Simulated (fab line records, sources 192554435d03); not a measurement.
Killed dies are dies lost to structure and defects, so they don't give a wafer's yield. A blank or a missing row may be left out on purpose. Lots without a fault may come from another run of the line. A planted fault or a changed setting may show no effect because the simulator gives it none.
A struck lot beside a sound one | flow n5_finfet | 39 steps out of a route of 1938
Sound: wafers L992.1, L992.2, L992.6. Struck: wafers L106.1, L106.3, L106.5. The cause comes at the end.
At each step with rows: each side's tool, then ch and its chambers, then its first start. Under that, the readings that differ: sound wafers | struck wafers | difference of the means | sigmas: that difference in standard deviations of wafers without a fault.
alike: readings whose means differ by less than 2 such deviations, and words and numbers that are the same on both sides. not compared: withheld readings, readings that some wafer has no value for, bounds like >300 that may hide the same value, and numbers for which the record gives no deviation and whose values overlap.
The two part at a step that has a row with sigmas, a row that says differs or no value, or rows on one side only. Numbers that don't overlap but have no deviation are shown without sigmas and don't part them. A reading that every wafer of one side lacks parts them only if that side has two wafers or more.

first, 9 steps without rows for these wafers: N5_BEOL_M4_ANNEAL_95 (time 240 s); N5_BEOL_M4_SPUTTER_96 (material Cu, target thk 4.5 nm, time 8.29 s); N5_BEOL_M4_ECD_50 (material Cu, target thk 300 nm); N5_BEOL_M4_ANNEAL_51 (time 90 s); N5_BEOL_M4_CMP_52 (polishes, stops on SiOC, t overpolish 6.8 s, target thk 40 nm); N5_BEOL_M4_PRE_CLEAN_60 (time 15 s); N5_BEOL_M4_CO_CAP_55 (material Co, precursor CCTBA/H2, target thk 2 nm, time 102.1 s); N5_BEOL_M4_PRE_CLEAN_56 (time 15 s); N5_BEOL_M4_DEP_57 (deposits SiCN from 3MS/NH3, target thk 8 nm, time 14 s).
N5_BEOL_M4_RC_MEAS_101:
  sound on prober-01 ch 0, day 8 15:02; struck on prober-01 ch 0, day 12 09:32
  reading       | sound          | struck         | difference | sigmas
  DIBL_N (mV/V) | 35.5 38.2 34.7 | 42.7 38.8 39.9 | +4.3       | +2
  alike: DIBL_P, IOFF_N, IOFF_P, ION_N, ION_P, SS_N, SS_P, VT_N, VT_P
then, 24 steps without rows for these wafers: N5_BEOL_M5_ILD_DEP_00 (deposits SiCOH lowk from DEMS/porogen, target thk 140.64 nm, time 25.9 s); N5_BEOL_M5_CURE_79 (cures SiCOH lowk, time 240 s); N5_BEOL_M5_PECVD_70 (deposits SiO2 from TEOS/O2, target thk 16 nm, time 18 s); N5_BEOL_M5_HM_DEP_02 (deposits TiN, target thk 20 nm); N5_BEOL_M5_COAT_59 (time 60 s, resist thk 60 nm); N5_BEOL_M5_COAT_60 (time 60 s, resist thk 12 nm); N5_BEOL_M5_COAT_71 (time 60 s, resist thk 5 nm); N5_BEOL_M5_COAT_05 (resist thk 30 nm); N5_BEOL_M5_EBR_07; N5_BEOL_M5_SOFTBAKE_06 (time 60 s); N5_BEOL_M5_EXPOSE_08 (exposes mask M5, target cd 28 nm); N5_BEOL_M5_PEB_09 (peb time 60 s); N5_BEOL_M5_DEVELOP_10 (develop time 30 s); N5_BEOL_M5_DESCUM_16 (chemistry O2, time 7 s); N5_BEOL_M5_ETCH_72 (etches underlayer in N2/H2, target depth 6.5 nm, time 5.2 s); N5_BEOL_M5_ETCH_61 (etches SiARC in CF4, target depth 15.6 nm, time 26 s); N5_BEOL_M5_ETCH_62 (etches SOC in N2/H2, target depth 75 nm, overetch 15 nm, time 112.5 s); N5_BEOL_M5_STRIP_63 (strips in N2/H2); N5_BEOL_M5_STRIP_73 (strips in N2/H2); N5_BEOL_M5_STRIP_64 (strips in CF4); N5_BEOL_M5_HM_OPEN_17 (chemistry Cl2/BCl3, target TiN, target depth 20 nm, overetch 6 nm); N5_BEOL_M5_STRIP_19 (strips in O2); N5_BEOL_M5_COAT_65 (time 60 s, resist thk 60 nm); N5_BEOL_M5_COAT_66 (time 60 s, resist thk 12 nm).
-- the record jumps here: 2 days lie between the struck wafers' starts before and after (it left off in module BEOL_M5 and takes up again in module BEOL_M9, whose first step shown is number 1464 of the route) --
N5_BEOL_M9_CMP_52: polishes, stops on SiCOH lowk, t overpolish 7 s, target thk 140 nm.
  sound on cmp-04 ch 0,1,3, day 10 09:22; struck on cmp-03 ch 0,2,3, day 14 10:35
  no value came back on the struck wafers for any of 6 readings (barrier_field_endpoint_s (s), clearing_platen_down_force_psi (psi) and others); on the sound wafers barrier_field_endpoint_s (s) reads 27.8 28.1 29.2
  reading                                    | sound             | struck          | difference | sigmas
  model.Cu_of_BEOL_M9_ECD_50.thk_nm (nm)     | 129.6 144.2 145.8 | 314 312.4 319.8 | +176       |
  model.SiO2_of_BEOL_M9_PECVD_70.thk_nm (nm) | 0 0 0             | 20 19.6 20      | +20        |
N5_BEOL_M9_THK_MEAS_53: measures by xrf.
  sound on film_metro-01, day 10 09:40; struck on film_metro-02, day 14 10:49
  reading     | sound       | struck      | difference | sigmas
  M9_THK (nm) | 127 141 142 | 309 306 315 | +173       | +47
N5_BEOL_M9_RS_MEAS_57: measures by four-point-probe.
  sound on film_metro-01, day 10 09:47; struck on film_metro-01, day 14 10:56
  reading        | sound             | struck            | difference | sigmas
  M9_RS (ohm/sq) | 0.164 0.146 0.144 | 0.061 0.061 0.060 | -0.091     | -21
N5_BEOL_M9_INSPECT_58: inspects for defects (darkfield).
  sound on defect_inspect-01, day 10 09:49; struck on defect_inspect-02, day 14 10:58
  reading          | sound      | struck         | difference | sigmas
  raw_defect_count | 97 164 139 | 4459 4377 4402 | +4279      | +99 or more
-- the record jumps here: 2 days lie between the struck wafers' starts before and after (it left off in module BEOL_M9 and takes up again in module PASSIVATION, whose first step shown is number 1936 of the route) --
N5_PASSIVATION_PROBE_49:
  sound on prober-02, day 12 15:39; struck on prober-01, day 16 19:22
  reading                  | sound          | struck         | difference | sigmas
  defect_limited_yield (%) | 92.5 91.4 90.0 | 0 0 0          | -91        | -61
  killed_at_M4_up          | 8 5 13         | 1084 1101 1084 | +1081      | +99 or more
  killed_dies              | 89 102 118     | 1180 1180 1180 | +1077      | +60
  killed_on_rim            | 11 16 8        | 152 152 152    | +140       | +34
  sort_n_pass              | 1091 1078 1062 | 0 0 0          | -1077      | -60
  sort_yield_pct (%)       | 92.5 91.4 90.0 | 0 0 0          | -91        | -61
  alike: killed_at_M0_to_M3, killed_at_contacts, killed_at_front_end, killed_at_other, killed_open, killed_short, sort_bin_5_function, sort_bin_6_memory

WHERE THEY PART
First at N5_BEOL_M4_RC_MEAS_101; last, within this record, at N5_PASSIVATION_PROBE_49.

WHY: what the simulator had put in
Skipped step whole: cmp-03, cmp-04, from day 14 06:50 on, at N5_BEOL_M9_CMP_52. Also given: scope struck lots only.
